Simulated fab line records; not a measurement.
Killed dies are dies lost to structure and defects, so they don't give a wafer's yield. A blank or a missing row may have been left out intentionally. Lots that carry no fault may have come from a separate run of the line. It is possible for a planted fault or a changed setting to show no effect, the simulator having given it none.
A struck lot beside a sound one ; flow n5 finfet ; 15 steps out of a route of 1938
Sound: these wafers, L110.3, L110.4, L110.5. Struck: wafer L102.5. (L102.6 of the same lot was not struck and is left out.) The cause comes at the end.
Order at every step that has rows: each side's tool, ch and its chambers, its first start. Under that, the readings that differ: sound wafers ; struck wafers ; difference of the means ; sigmas: that difference in standard deviations of wafers without a fault.
alike: a reading whose means differ by less than 2 such deviations, as well as words and numbers matching on both sides. not compared: withheld readings; readings where some wafer has no value; bounds like >300 that might hide an equal value; numbers whose values overlap and for which the record gives no deviation.
A row with sigmas, a row that says differs or no value, or rows on one side alone: a step with any of these is where the two part. Numbers that have no deviation but don't overlap get no sigmas and don't part them. A reading missing from all wafers of one side parts the sides only when that side holds two or more wafers.

first, 7 steps without rows for these wafers: N5_BEOL_M6_COAT_60 (time 60 s, resist thk 35 nm); N5_BEOL_M6_COAT_05 (resist thk 90 nm); N5_BEOL_M6_EBR_07; N5_BEOL_M6_SOFTBAKE_06 (time 60 s); N5_BEOL_M6_EXPOSE_08 (exposes mask M6); N5_BEOL_M6_PEB_09 (peb time 60 s); N5_BEOL_M6_DEVELOP_10 (develop time 30 s).
N5_BEOL_M6_CD_MEAS_11 targets a cd of 38.5 nm.
  sound on cd sem-02 ch 0, day 16 10:53; struck on cd sem-02 ch 0, day 13 07:22
  alike: cd nm
N5_BEOL_M6_OVL_MEAS_12:
  sound on overlay-02 ch 0, day 16 10:55; struck on overlay-02 ch 0, day 13 07:23
  alike: M6_OVL
N5_BEOL_M6_INSPECT_13: inspects for defects (brightfield).
  sound: defect inspect-01 at day 16 10:56; struck: defect inspect-01 at day 13 07:25
  alike: raw defect count
N5_BEOL_M6_DESCUM_16: chemistry O2, time 7.9 s.
  sound on rie diel-04 ch 0,2,3, day 16 10:59; struck on rie diel-01 ch 0, day 13 08:08
  alike: drypump motor current A, oes product au, rf vpp V, showerhead plenum p Torr, throttle valve pct
  not compared: rf hours counter h
N5_BEOL_M6_ETCH_61: etches SiARC in CF4, target depth 45.5 nm, time 75.8 s.
  sound on rie diel-04 ch 0,2,3, day 16 11:01; struck on rie diel-01 ch 0, day 13 08:10
  alike: drypump motor current A, etch rf on time s, oes product au, rf vpp V, showerhead plenum p Torr, throttle valve pct
  not compared: rf hours counter h
N5_BEOL_M6_ETCH_62: etches SOC in N2/H2, target depth 110 nm, overetch 22 nm, time 165 s.
  sound on rie diel-04 ch 0,2,3, day 16 11:04; struck on rie diel-01 ch 0, day 13 08:16
reading;sound;struck;difference;sigmas
showerhead plenum p Torr (Torr);2.49 2.52 2.59;2.69;+0.16;+2
model.SiARC_of_BEOL_M6_COAT_60.thk nm (nm);28.4 28.2 27.6;24.6;-3.5;
  alike: drypump motor current A, n2 flow sccm, oes product au, rf vpp V, throttle valve pct
  not compared: rf hours counter h
then, 1 step without rows for these wafers: N5_BEOL_M6_STRIP_68 (strips in N2/H2).
-- record jumps: 4 days separate the struck wafers' starts on either side; left off in module BEOL_M6, taken up again in module PASSIVATION, whose first shown step is the route's number 1936 --
N5_PASSIVATION_PROBE_49:
  sound: prober-01 at day 19 22:34; struck: prober-01 at day 17 19:35
reading;sound;struck;difference;sigmas
killed_at_M0_to_M3;43 44 36;21;-20;-2
  alike: defect limited yield, killed_at_M4_up, killed at contacts, killed at front end, killed at other, killed dies, killed open, killed short, sort_bin_5_function, sort_bin_6_memory, sort n pass, sort yield pct

## WHERE THEY PART
First at N5_BEOL_M6_ETCH_62; last, within this record, at N5_PASSIVATION_PROBE_49.

WHY: what the simulator had put in
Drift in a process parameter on rie diel-01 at N5_BEOL_M6_ETCH_62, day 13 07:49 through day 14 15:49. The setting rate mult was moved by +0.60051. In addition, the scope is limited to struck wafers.
